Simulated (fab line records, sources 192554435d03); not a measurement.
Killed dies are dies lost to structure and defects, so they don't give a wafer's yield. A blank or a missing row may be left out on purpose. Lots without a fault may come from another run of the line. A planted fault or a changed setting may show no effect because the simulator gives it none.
Chamber matching | flow n5_finfet | N5_BEOL_M11_ETCH_65 on rie_diel-02: 4 sister chambers
The step etches SiARC in CF4, target depth 39 nm, time 65 s. 20 wafers are shown with their chamber, then 10 later ones without.

WAFERS WITH THEIR CHAMBER
wafer  | chamber | showerhead_plenum_p_Torr (Torr) | drypump_motor_current_A (A) | throttle_valve_pct (%)
L075.4 | 3       | 2.20                            | 6.0                         | 15.30
L075.5 | 2       | 2.07                            | 5.6                         | 15.56
L075.6 | 1       | 2.11                            | 5.5                         | 16.11
L074.2 | 1       | 2.11                            | 5.5                         | 16.09
L074.3 | 2       | 2.07                            | 5.6                         | 15.56
L074.4 | 3       | 2.20                            | 6.0                         | 15.30
L076.2 | 0       | 1.99                            | 5.7                         | 15.98
L076.3 | 2       | 2.07                            | 5.7                         | 15.57
L076.6 | 0       | 1.99                            | 5.7                         | 15.96
L079.1 | 3       | 2.20                            | 6.0                         | 15.33
L079.2 | 0       | 1.99                            | 5.7                         | 15.97
L079.6 | 3       | 2.20                            | 6.0                         | 15.31
L083.1 | 3       | 2.19                            | 6.0                         | 15.34
L083.4 | 1       | 2.11                            | 5.4                         | 15.56
L083.5 | 3       | 2.19                            | 6.0                         | 15.34
L085.2 | 1       | 2.11                            | 5.4                         | 15.59
L085.4 | 1       | 2.11                            | 5.4                         | 15.58
L085.5 | 2       | 2.06                            | 5.6                         | 15.57
L091.2 | 2       | 2.06                            | 5.7                         | 15.63
L091.5 | 1       | 2.10                            | 5.5                         | 15.62

SIGNATURES (means of the wafers above)
reading                  | chamber 0 | chamber 1 | chamber 2 | chamber 3 | scatter within a chamber
showerhead_plenum_p_Torr | 1.9900    | 2.1083    | 2.0660    | 2.1967    | 0.00459
drypump_motor_current_A  | 5.700     | 5.450     | 5.640     | 6.000     | 0.0411
throttle_valve_pct       | 15.9700   | 15.7583   | 15.5780   | 15.3200   | 0.15
Rule: a wafer's distance from a chamber is the root of the sum, over the readings, of the square of ((its reading less the chamber's mean) divided by the reading's scatter). The wafer belongs to the nearest chamber; if the next one is less than 2 further off, it can't be placed. The scatter: the root of (the sum of the squares of (reading less its chamber's mean) over the shown wafers, divided by (wafers less chambers)).

WAFERS WITHOUT THEIR CHAMBER
wafer  | showerhead_plenum_p_Torr (Torr) | drypump_motor_current_A (A) | throttle_valve_pct (%)
L091.6 | 2.19                            | 6.0                         | 15.36
L093.2 | 2.10                            | 5.5                         | 15.61
L093.3 | 2.19                            | 6.0                         | 15.34
L093.4 | 2.06                            | 5.7                         | 15.63
L095.1 | 1.98                            | 5.7                         | 16.03
L095.2 | 2.10                            | 5.5                         | 15.63
L095.3 | 2.19                            | 6.1                         | 15.36
L095.4 | 2.06                            | 5.7                         | 15.64
L095.5 | 1.98                            | 5.7                         | 16.04
L095.6 | 2.19                            | 6.0                         | 15.36

WHICH CHAMBER EACH WENT THROUGH
wafer  | from the rows above | in truth
L091.6 | 3                   | 3
L093.2 | 1                   | 1
L093.3 | 3                   | 3
L093.4 | 2                   | 2
L095.1 | 0                   | 0
L095.2 | 1                   | 1
L095.3 | 3                   | 3
L095.4 | 2                   | 2
L095.5 | 0                   | 0
L095.6 | 3                   | 3
Placed correctly: 10 of 10. Can't be placed from these rows: 0. Placed wrongly: 0.
